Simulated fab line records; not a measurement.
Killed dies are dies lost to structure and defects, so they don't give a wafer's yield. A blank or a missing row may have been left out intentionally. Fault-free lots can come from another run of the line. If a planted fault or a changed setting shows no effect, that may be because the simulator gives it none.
2 desks, one fault / flow n5-finfet / what lay behind the numbers comes last; until then each desk has only its own

AT THE TOOL OWNER'S DESK: ald-metal-02
The tool's own readings at N5_BEOL_M0_ALD_136 (deposits TaN, pulse time 2 s, purge time 3 s, co reactant purge time 2 s): means of the sampled wafers that have a number, for each lot that ran on this tool. The brackets show how far a lot's mean lies from the usual mean; more than 4 standard deviations puts the lot out of limits, marked OUT.
Columns: A = heater-power-w at N5_BEOL_M0_ALD_136, usual 407 W
lot=L162; first seen here=day 6 19:08; A=449
lot=L163; first seen here=day 6 21:17; A=428
lot=L176; first seen here=day 10 05:11; A=471
lot=L177; first seen here=day 10 10:32; A=448
Result from this desk: across the 4 lots, nothing is out of limits.

AT THE METROLOGY DESK
Means of the sampled wafers that have a number, per lot and without regard to the tool the lot ran on: this is what the gauges read. The brackets show how far a lot's mean lies from the usual mean; more than 4 standard deviations puts the lot out of limits, marked OUT. 7 of its 10 readings are shown, namely those furthest out on some lot.
Columns: A = DIBL_N at N5_BEOL_M4_RC_MEAS_101, usual 36.6 mV/V; B = IOFF_N at N5_BEOL_M4_RC_MEAS_101, usual 0.17 nA/um; C = IOFF_P at N5_BEOL_M4_RC_MEAS_101, usual 0.23 nA/um; D = ION_N at N5_BEOL_M4_RC_MEAS_101, usual 681 uA/um; E = ION_P at N5_BEOL_M4_RC_MEAS_101, usual 467 uA/um; F = VT_N at N5_BEOL_M4_RC_MEAS_101, usual 249 mV; G = VT_P at N5_BEOL_M4_RC_MEAS_101, usual -249 mV
lot=L161; first seen here=day 8 16:04; A=38.2; B=0.18; C=0.23; D=684; E=465; F=248; G=-249
lot=L162; first seen here=day 8 19:08; A=36.1; B=0.17; C=0.23; D=678; E=464; F=250; G=-248
lot=L163; first seen here=day 8 20:31; A=37.3; B=0.16; C=0.20; D=675; E=462; F=250; G=-253
lot=L168; first seen here=day 10 04:35; A=37.8; B=0.19; C=0.25; D=683; E=472; F=248; G=-247
lot=L170; first seen here=day 10 08:10; A=36.2; B=0.20; C=0.27; D=694; E=476; F=243; G=-244
lot=L176; first seen here=day 12 07:26; A=35.5; B=0.14; C=0.18; D=670; E=460; F=251; G=-253
lot=L177; first seen here=day 12 21:51; A=40.7; B=0.22; C=0.27; D=689; E=469; F=248; G=-247
lot=L180; first seen here=day 13 04:14; A=39.2; B=0.25; C=0.32; D=704; E=486; F=242; G=-243
lot=L182; first seen here=day 13 12:21; A=36.4; B=0.16; C=0.20; D=674; E=460; F=249; G=-249
Result from this desk: across the 9 lots, nothing is out of limits.

BROUGHT TOGETHER
Nothing out of limits was seen by the tool owner's desk.
From the metrology desk's view, nothing was out of limits.

WHAT THE SIMULATOR PUT IN
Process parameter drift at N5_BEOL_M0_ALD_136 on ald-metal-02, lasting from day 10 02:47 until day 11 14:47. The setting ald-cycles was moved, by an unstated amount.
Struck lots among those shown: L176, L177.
